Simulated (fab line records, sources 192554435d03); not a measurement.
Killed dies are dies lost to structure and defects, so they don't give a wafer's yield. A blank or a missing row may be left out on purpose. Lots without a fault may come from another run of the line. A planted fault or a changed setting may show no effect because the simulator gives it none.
fab line records | flow n5_finfet
record lots=7 wafers=39
route steps=1938 shown BEOL_M14@1762
start_h: hours from the record's first day to the start of the lot's first wafer shown | wait_h: hours since the lot's step before | " the same as in the row above | L1.1+2: a row that stands for several wafers | - no value, or no start given | * or withheld: withheld | < > ~ a bound
route shown NAME@n: a module of which the file shows steps, and the number in the route of the first | usual: mean/standard deviation of fault-free wafers | same: alike in all rows | chamber/n: place in a boat | sites: the reading at each site | _std_site: their standard deviation | _edge_site: outer sites' mean less inner sites' | radius_mm: how far each site lies from the wafer's centre | mask NAME#n: copy n | behind: the tool/chamber that last shaped the wafer | hold: why the lot was held/for how many hours/how that ended | device: the transistor (n, p or np) that didn't switch | end of line: the same wafers' tests at the end of the route | a step without rows: its recipe alone | killed: dies lost to structure and defects at the first sort, not the wafer's yield | map: a wafer's dies, x killed, . not, _ none there
set.NAME: the setting as run; set.NAME@STEP: as run at that earlier step | model.NAME: the simulator's own value behind a step, which no gauge read
lots whose settings were changed on purpose; a table a step, a row a wafer
## steps
# step N5_BEOL_M14_SPUTTER_43
# recipe material=TaN target_thk_a=150 temp_c=50 bias_v=168.6 power_w=15000 chamber_pressure_pa=0.12 time_s=24.19
# columns lot.wafer tool chamber start_h wait_h set.time_s model.TaN_of_BEOL_M14_SPUTTER_43.thk_nm
L075.1 pvd_sputter-01 - 250.01 0.0 24.19 15
L075.2+3 " - " " 11.86 7.2
L075.4 " - " " 11.86 7
L075.5 " - " " 24.19 14.6
L075.6 " - " " 24.19 14.8
L084.1+6 pvd_sputter-03 - 299.37 0.0 15.66 9.8
L084.2+5 " - " " 24.19 15
L084.3 " - " " 24.19 15.2
L084.4 " - " " 15.66 9.6
L086.1 pvd_sputter-01 - 324.24 0.0 24.19 15.2
L086.2+4 " - " " 24.19 15
L086.3+5+6 " - " " 10.04 6.2
L091.1 pvd_sputter-01 - 346.40 0.0 24.19 15
L091.2+4 " - " " 24.19 15.2
L090.1+3+4+5+6 pvd_sputter-01 - 366.24 0.0 24.19 14.8
L090.2 " - " " 24.19 14.6
L094.1+4+6 pvd_sputter-01 - 406.63 0.0 35.4 22
L094.2 " - " " 24.19 15.2
L094.3+5 " - " " 24.19 15
L095.1+2+4+6 pvd_sputter-01 - 443.39 0.0 24.19 15
L095.3+5 " - " " 24.19 15.2
# step N5_BEOL_M14_SPUTTER_44
# recipe material=Ta target_thk_a=150 temp_c=50 bias_v=80 power_w=15000 chamber_pressure_pa=0.07 time_s=24.19
# step N5_BEOL_M14_SPUTTER_45
# recipe material=Cu target_thk_a=1000 temp_c=-20 bias_v=60 power_w=26000 chamber_pressure_pa=0.13 time_s=16.67
# step N5_BEOL_M14_ECD_47
# recipe material=Cu target_thk_a=12480
# step N5_BEOL_M14_ANNEAL_48
# recipe temp_c=225 time_s=90 ambient=N2
# step N5_BEOL_M14_CMP_49
# recipe stop_on=SiO2 t_overpolish_s=5.2 down_force_psi=2 platen_rpm=80 clearing_platen_down_force_psi=2 clearing_platen_rpm=80 post_cmp_clean=cu_alkaline target_thk_nm=560 clearing_platen_pad_velocity_m_s=1.5917 pad_velocity_m_s=1.5917
# usual barrier_field_endpoint_s=11.45/0.25
# columns lot.wafer tool chamber start_h wait_h set.time_s@BEOL_M14_SPUTTER_43 barrier_field_endpoint_s
L075.4 cmp-04 0 250.77 0.1 11.86 8.47
L075.1 " 1 " " 24.19 11.48
L075.2 " 2 " " 11.86 8.59
L075.3 " 3 " " 11.86 8.51
L075.6 " 0 " " 24.19 11.39
L075.5 " 1 " " 24.19 11.26
L084.2 cmp-01 3 300.26 0.2 24.19 11.43
L084.1 " 0 " " 15.66 9.55
L084.3 " 1 " " 24.19 11.33
L084.4 " 2 " " 15.66 9.32
L084.6 " 3 " " 15.66 9.27
L084.5 " 0 " " 24.19 11.29
L086.3 cmp-04 1 325.00 0.2 10.04 8.07
L086.2 " 2 " " 24.19 11.36
L086.4 " 3 " " 24.19 11.54
L086.1 " 0 " " 24.19 11.42
L086.6 " 1 " " 10.04 7.93
L086.5 " 2 " " 10.04 8.02
L091.1 cmp-01 3 347.23 0.3 24.19 11.92
L091.2 " 0 " " 24.19 11.78
L091.4 " 1 " " 24.19 11.76
L090.4 cmp-04 3 367.48 0.4 24.19 11.40
L090.2 " 0 " " 24.19 11.30
L090.3 " 1 " " 24.19 11.44
L090.1 " 2 " " 24.19 11.45
L090.5 " 3 " " 24.19 11.26
L090.6 " 0 " " 24.19 11.46
L094.3 cmp-04 1 407.39 0.2 24.19 11.22
L094.2 " 2 " " 24.19 11.25
L094.4 " 3 " " 35.4 13.76
L094.1 " 0 " " 35.4 13.54
L094.6 " 1 " " 35.4 13.78
L094.5 " 2 " " 24.19 11.02
L095.2 cmp-01 3 444.16 0.2 24.19 11.79
L095.4 " 0 " " 24.19 11.36
L095.1 " 1 " " 24.19 10.89
L095.3 " 2 " " 24.19 11.28
L095.6 " 3 " " 24.19 11.32
L095.5 " 0 " " 24.19 11.53
## key
split step=N5_BEOL_M14_SPUTTER_43 setting=time_s stated=24.19 by=wafer
response step=N5_BEOL_M14_SPUTTER_43 reading=model.TaN_of_BEOL_M14_SPUTTER_43.thk_nm change=+0.151 per=1% r=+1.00
response step=N5_BEOL_M14_CMP_49 reading=barrier_field_endpoint_s change=+0.0567 per=1% r=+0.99
